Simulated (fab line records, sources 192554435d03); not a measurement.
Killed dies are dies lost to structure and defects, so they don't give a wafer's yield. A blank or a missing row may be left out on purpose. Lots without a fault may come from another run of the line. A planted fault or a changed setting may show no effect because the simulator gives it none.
Chamber matching | flow n5_finfet | N5_GATE_CUT_STRIP_42 on rie_diel-03: 4 sister chambers
The step strips in O2. 20 wafers are shown with their chamber, then 10 later ones without.

WAFERS WITH THEIR CHAMBER
wafer  | chamber | showerhead_plenum_p_Torr (Torr) | throttle_valve_pct (%) | drypump_motor_current_A (A)
L075.2 | 1       | 2.07                            | 16.92                  | 5.46
L075.4 | 3       | 2.18                            | 16.65                  | 5.82
L075.6 | 1       | 2.07                            | 16.93                  | 5.46
L077.1 | 0       | 2.02                            | 16.75                  | 5.75
L077.2 | 1       | 2.07                            | 16.92                  | 5.45
L077.5 | 0       | 2.02                            | 16.74                  | 5.71
L080.1 | 3       | 2.18                            | 16.66                  | 5.84
L080.3 | 0       | 2.02                            | 16.74                  | 5.68
L080.5 | 0       | 2.02                            | 16.74                  | 5.72
L085.1 | 1       | 2.06                            | 16.96                  | 5.47
L085.3 | 0       | 2.02                            | 16.76                  | 5.73
L085.6 | 3       | 2.18                            | 16.68                  | 5.78
L087.1 | 3       | 2.17                            | 16.69                  | 5.85
L087.4 | 1       | 2.06                            | 16.95                  | 5.50
L087.6 | 2       | 2.10                            | 16.51                  | 6.03
L088.1 | 2       | 2.10                            | 16.52                  | 6.06
L088.3 | 1       | 2.06                            | 16.96                  | 5.47
L088.6 | 3       | 2.17                            | 16.69                  | 5.84
L090.2 | 1       | 2.06                            | 16.96                  | 5.44
L090.5 | 0       | 2.01                            | 16.79                  | 5.72

SIGNATURES (means of the wafers above)
reading                  | chamber 0 | chamber 1 | chamber 2 | chamber 3 | scatter within a chamber
showerhead_plenum_p_Torr | 2.0183    | 2.0643    | 2.1000    | 2.1760    | 0.00484
throttle_valve_pct       | 16.7533   | 16.9429   | 16.5150   | 16.6740   | 0.0184
drypump_motor_current_A  | 5.7183    | 5.4643    | 6.0450    | 5.8260    | 0.0229
Rule: a wafer's distance from a chamber is the root of the sum, over the readings, of the square of ((its reading less the chamber's mean) divided by the reading's scatter). The wafer belongs to the nearest chamber; if the next one is less than 2 further off, it can't be placed. The scatter: the root of (the sum of the squares of (reading less its chamber's mean) over the shown wafers, divided by (wafers less chambers)).

WAFERS WITHOUT THEIR CHAMBER
wafer  | showerhead_plenum_p_Torr (Torr) | throttle_valve_pct (%) | drypump_motor_current_A (A)
L090.6 | 2.17                            | 16.69                  | 5.85
L093.3 | 2.10                            | 16.53                  | 6.05
L093.5 | 2.17                            | 16.71                  | 5.85
L093.6 | 2.01                            | 16.77                  | 5.74
L094.1 | 2.01                            | 16.79                  | 5.74
L094.3 | 2.06                            | 16.97                  | 5.49
L094.5 | 2.06                            | 16.97                  | 5.44
L096.3 | 2.17                            | 16.72                  | 5.85
L096.5 | 2.17                            | 16.70                  | 5.85
L096.6 | 2.01                            | 16.81                  | 5.77

WHICH CHAMBER EACH WENT THROUGH
wafer  | from the rows above | in truth
L090.6 | 3                   | 3
L093.3 | 2                   | 2
L093.5 | 3                   | 3
L093.6 | 0                   | 0
L094.1 | 0                   | 0
L094.3 | 1                   | 1
L094.5 | 1                   | 1
L096.3 | 3                   | 3
L096.5 | 3                   | 3
L096.6 | 0                   | 0
Placed correctly: 10 of 10. Can't be placed from these rows: 0. Placed wrongly: 0.
